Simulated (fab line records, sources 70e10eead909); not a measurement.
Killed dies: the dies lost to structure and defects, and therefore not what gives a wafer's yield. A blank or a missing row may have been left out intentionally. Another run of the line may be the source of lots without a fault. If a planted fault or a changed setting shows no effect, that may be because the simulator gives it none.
Chamber matching -- flow nand-harc -- cmp-04 running NHARC_A_M1_CMP_23: 4 sister chambers
The step polishes, t overpolish 20 s, target thk 154.34 nm. 16 wafers are shown with their chamber, then 8 later ones without.

## WAFERS PAIRED WITH THEIR CHAMBERS
wafer,chamber,time-to-endpoint-s (s),motor-current-A (A)
L281.1,3,25,12.3
L281.3,0,28,12.2
L281.4,2,33,13.6
L282.2,2,32,13.0
L282.3,0,29,12.0
L282.4,3,26,12.1
L284.2,0,29,11.7
L284.3,1,29,12.9
L284.4,2,34,13.8
L285.3,0,25,11.7
L285.5,0,27,12.2
L285.6,1,26,13.4
L286.1,1,28,13.0
L286.2,0,26,11.6
L286.5,1,29,12.9
L299.2,2,32,14.5

SIGNATURES (averages over the wafers above)
reading,chamber 0,chamber 1,chamber 2,chamber 3,scatter within a chamber
time-to-endpoint-s,27.33,28.00,32.75,25.50,1.37
motor-current-A,11.900,13.050,13.725,12.200,0.376
Rule: for a wafer and a chamber, the distance is found by dividing, reading by reading, the gap between the wafer's reading and the chamber's mean by the reading's scatter, squaring, summing and taking the root. If the next closest chamber is less than 2 further off than the closest, the wafer can't be placed; otherwise it belongs to the closest. The scatter is the square root of a quotient: the sum, over the shown wafers, of each reading's squared deviation from its chamber's mean, divided by wafers minus chambers.

## WAFERS MISSING THEIR CHAMBER
wafer,time-to-endpoint-s (s),motor-current-A (A)
L299.3,25,12.6
L299.5,29,13.5
L301.3,30,12.2
L301.5,28,11.7
L301.6,27,12.4
L303.2,32,14.3
L303.3,24,12.1
L303.4,24,11.8

## THE CHAMBER EACH PASSED THROUGH
wafer,from the rows above,in truth
L299.3,can't be placed: 3 or 1 or 0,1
L299.5,can't be placed: 1 or 2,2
L301.3,can't be placed: 0 or 1 or 3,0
L301.5,can't be placed: 0 or 3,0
L301.6,can't be placed: 3 or 0 or 1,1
L303.2,2,2
L303.3,can't be placed: 3 or 0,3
L303.4,can't be placed: 3 or 0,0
1 of 8 placed correctly. These rows do not allow placing 7 (true chamber among the candidates in 7). Wrongly placed: 0.
